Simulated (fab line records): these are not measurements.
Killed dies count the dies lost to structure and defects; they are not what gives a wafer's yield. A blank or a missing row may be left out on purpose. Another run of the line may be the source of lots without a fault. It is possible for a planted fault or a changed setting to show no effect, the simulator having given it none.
Check for tools in common	flow n5-finfet	10 lots, 28 wafers sampled

## WHY IT WAS OPENED
Flagged at N5_ILD0_THK_MEAS_08: reading thk-nm, on 3 of 10 lots. Fault-free wafers read 138.4 nm, with a standard deviation of 1.4.
Rule: a lot gets a flag if all its wafers with a number sit over 4 standard deviations from that mean, or if no wafer of it has a number. All remaining lots are regarded as sound.

lot	measured	on	thk-nm (nm), wafer by wafer	flag
L171	day 4 01:50	film-metro-02	138.4 141.4 139.7	
L176	day 5 08:07	film-metro-01	139.0 140.4	
L178	day 5 20:43	film-metro-02	136.4 137.1	
L181	day 6 16:31	film-metro-02	199.1 196.4 198.5	FLAGGED
L182	day 6 20:58	film-metro-02	198.1 196.0 196.5	FLAGGED
L183	day 7 01:30	film-metro-01	197.1 199.4 197.0	FLAGGED
L188	day 8 10:22	film-metro-01	137.5 139.8 137.4	
L189	day 8 16:10	film-metro-01	141.2 138.2 137.5	
L190	day 9 02:37	film-metro-02	137.3 137.4 138.5	
L191	day 9 02:53	film-metro-01	137.4 138.2 138.2	
On average the flagged lots' numbers are 197.6 nm, which is +59.2 nm against the usual, or +42 standard deviations.

## EACH LOT AND THE TOOL IT RAN ON
The record holds 2 process steps before the reading, out of a route of 1938 steps. Cell contents, in order: the tool; ch with the chambers the sampled wafers went through; the start.
lot	flag	N5_SD_ACTIVATION_RTA_00	N5_ILD0_CMP_07
L171		rtp-anneal-02 ch 0, day 3 22:05	cmp-02 ch 1,2,3, day 4 01:37
L176		rtp-anneal-02 ch 0, day 5 04:23	cmp-01 ch 2, day 5 07:51
L178		rtp-anneal-01 ch 0, day 5 16:35	cmp-03 ch 1,2, day 5 20:25
L181	FLAGGED	rtp-anneal-01 ch 0, day 6 12:40	cmp-02 ch 0,2,3, day 6 16:19
L182	FLAGGED	rtp-anneal-01 ch 0, day 6 16:59	cmp-02 ch 0,3, day 6 20:40
L183	FLAGGED	rtp-anneal-02 ch 0, day 6 21:28	cmp-03 ch 0,1,3, day 7 01:13
L188		rtp-anneal-01 ch 0, day 8 06:32	cmp-03 ch 0,1,3, day 8 10:09
L189		rtp-anneal-01 ch 0, day 8 11:13	cmp-02 ch 0,2,3, day 8 15:56
L190		rtp-anneal-02 ch 0, day 8 20:29	cmp-02 ch 0,1, day 9 02:19
L191		rtp-anneal-02 ch 0, day 8 23:02	cmp-02 ch 0,1, day 9 02:37
What is done by these steps:
- N5_SD_ACTIVATION_RTA_00: time 0 s.
- N5_ILD0_CMP_07: polishes SiO2 flowable, stops on poly-Si, t overpolish 1.18 s, target thk 138.88 nm.
- N5_ILD0_THK_MEAS_08

## FLAGGED AGAINST TOTAL, ONE TOOL AT A TIME (gauges that did the reading follow at the end)
step	tool	lots run	flagged	share of the flagged lots	sound lots run after its first flagged lot
N5_SD_ACTIVATION_RTA_00	rtp-anneal-01	5	2	some	2 (L188,L189)
N5_SD_ACTIVATION_RTA_00	rtp-anneal-02	5	1	some	2 (L190,L191)
N5_ILD0_CMP_07	cmp-01	1	0	none	-
N5_ILD0_CMP_07	cmp-02	6	2	some	3 (L189,L190,L191)
N5_ILD0_CMP_07	cmp-03	3	1	some	1 (L188)
N5_ILD0_THK_MEAS_08	film-metro-01	5	1	some	3 (L188,L189,L191)
N5_ILD0_THK_MEAS_08	film-metro-02	5	2	some	1 (L190)

## WHAT THE TABLE PERMITS
No row of the table ran every flagged lot.

## WHAT HAD BEEN PUT IN BY THE SIMULATOR
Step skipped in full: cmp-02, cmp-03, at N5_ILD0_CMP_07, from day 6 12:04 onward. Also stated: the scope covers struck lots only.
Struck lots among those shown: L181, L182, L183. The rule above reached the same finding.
